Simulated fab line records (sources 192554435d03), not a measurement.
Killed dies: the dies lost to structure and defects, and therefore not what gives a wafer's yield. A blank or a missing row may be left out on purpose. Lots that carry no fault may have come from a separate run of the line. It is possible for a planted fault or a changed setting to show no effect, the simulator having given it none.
A struck lot beside a sound one / flow n5 finfet / 15 steps out of a route of 1938
Sound: the wafers L896.2, L896.3, L896.4. The struck wafers were L906.2, L906.3. At the end, the cause is stated.
Per side, at each step with rows, come the tool, then ch with its chambers, and then its first start. Under that, the readings that differ: sound wafers / struck wafers / difference of the means / sigmas: that difference in standard deviations of wafers without a fault.
alike: words and numbers the same on both sides, and readings whose means are apart by under 2 such deviations; not compared: readings that were withheld, readings missing a value for some wafer, numbers with overlapping values and no deviation given by the record, and bounds like >300 which may hide the same value.
Wherever a step has rows on one side only, a row that says differs or no value, or a row with sigmas, the two part there. Non-overlapping numbers with no deviation appear without sigmas and do not part them. Lack of a reading on every wafer of one side parts them only where that side has two or more wafers.

N5_BEOL_M11_VIA_ETCH_34: etches SiCOH lowk in C4F6/O2, target depth 184.5 nm, time 69.2 s.
  sound on rie diel-05 ch 0,2,3, day 11 04:40; struck on rie diel-03 ch 2,3, day 13 18:48
  alike: drypump motor current A, oes_o_777_au, oes product au, rf vpp V, showerhead plenum p Torr, throttle valve pct
  not compared: rf hours counter h
then, 1 step without rows for these wafers: N5_BEOL_M11_STRIP_73 (strips in C4F6/O2).
N5_BEOL_M11_STRIP_36: strips in N2/H2.
  sound on rie diel-05 ch 0,2,3, day 11 04:44; struck on rie diel-03 ch 2,3, day 13 18:52
  alike: bias power w, drypump motor current A, oes product au, rf vpp V, showerhead plenum p Torr, temp c, throttle valve pct
  not compared: rf hours counter h
N5_BEOL_M11_TRENCH_ETCH_37: etches SiCOH lowk in C4F6/O2, target depth 148.83 nm, time 48 s.
  sound: rie diel-05 ch 0,2,3; struck: rie diel-03 ch 2,3
  alike: drypump motor current A, oes_o_777_au, oes product au, rf vpp V, showerhead plenum p Torr, throttle valve pct
  not compared: rf hours counter h
N5_BEOL_M11_ETCH_41: etches SiCN in CH3F/O2, target depth 42.6 nm, time 86 s.
  sound: rie diel-05 ch 0,2,3; struck: rie diel-03 ch 2,3
  alike: drypump motor current A, oes product au, rf vpp V, showerhead plenum p Torr, throttle valve pct
  not compared: rf hours counter h
then, 1 step without rows for these wafers: N5_BEOL_M11_STRIP_77 (strips in N2/H2, time 10 s).
N5_BEOL_M11_OCD_MEAS_38:
  sound: ocd-02 at day 11 04:57; struck: ocd-01 at day 13 19:05
  alike: trench depth nm
then, 4 steps without rows for these wafers: N5_BEOL_M11_HM_STRIP_39 (strips TiN in peroxide tin strip, target depth 25 nm, time 158 s); N5_BEOL_M11_SRD_40 (time 30 s); N5_BEOL_M11_PRECLEAN_42 (cleans in residue remover, time 60 s); N5_BEOL_M11_SRD_43 (time 30 s).
N5_BEOL_M11_CD_MEAS_35 targets a cd of 70 nm.
  sound: cd sem-03 at day 11 05:07; struck: cd sem-02 at day 13 19:14
  alike: cd nm
N5_BEOL_M11_CURE_72: cures SiCOH lowk, time 120 s.
  sound on uv cure-03 ch 0, day 11 05:12; struck on uv cure-01 ch 2, day 13 19:33
reading=run length s (s); sound=178.6 178.6 178.8; struck=189.1 189.0; difference=+10.4; sigmas=+6
  alike: lamp power pct, wafer_temp_C_max
N5_BEOL_M11_DEGAS_44: time 60 s.
  sound: pvd sputter-01 at day 11 05:53; struck: pvd sputter-03 at day 13 19:53
  alike: heater power w
N5_PASSIVATION_PROBE_49:
  sound: prober-02 at day 13 05:28; struck: prober-02 at day 15 14:50
reading=defect limited yield (%); sound=91.9 93.1 95.0; struck=89.2 88.5; difference=-4.5; sigmas=-3
reading=killed_at_M0_to_M3; sound=47 29 22; struck=55 51; difference=+20; sigmas=+2
reading=killed at front end; sound=28 27 15; struck=43 67; difference=+32; sigmas=+2
reading=killed dies; sound=95 81 59; struck=127 136; difference=+53; sigmas=+3
reading=killed open; sound=60 57 38; struck=88 93; difference=+39; sigmas=+3
reading=sort_bin_5_function (%); sound=5.1 3.6 2.0; struck=6.6 6.7; difference=+3.1; sigmas=+3
reading=sort n pass; sound=1085 1099 1121; struck=1053 1044; difference=-53; sigmas=-3
reading=sort yield pct (%); sound=91.9 93.1 95.0; struck=89.2 88.5; difference=-4.5; sigmas=-3
  alike: killed_at_M4_up, killed at contacts, killed at other, killed short, sort_bin_4_leakage, sort_bin_6_memory, sort_bin_8_speed

== WHERE THEY PART ==
Earliest at N5_BEOL_M11_CURE_72; latest, in this record, at N5_PASSIVATION_PROBE_49.

WHY: whatever the simulator had introduced
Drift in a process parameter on uv cure-01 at N5_BEOL_M11_CURE_72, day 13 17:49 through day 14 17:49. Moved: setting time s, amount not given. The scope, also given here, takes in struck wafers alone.
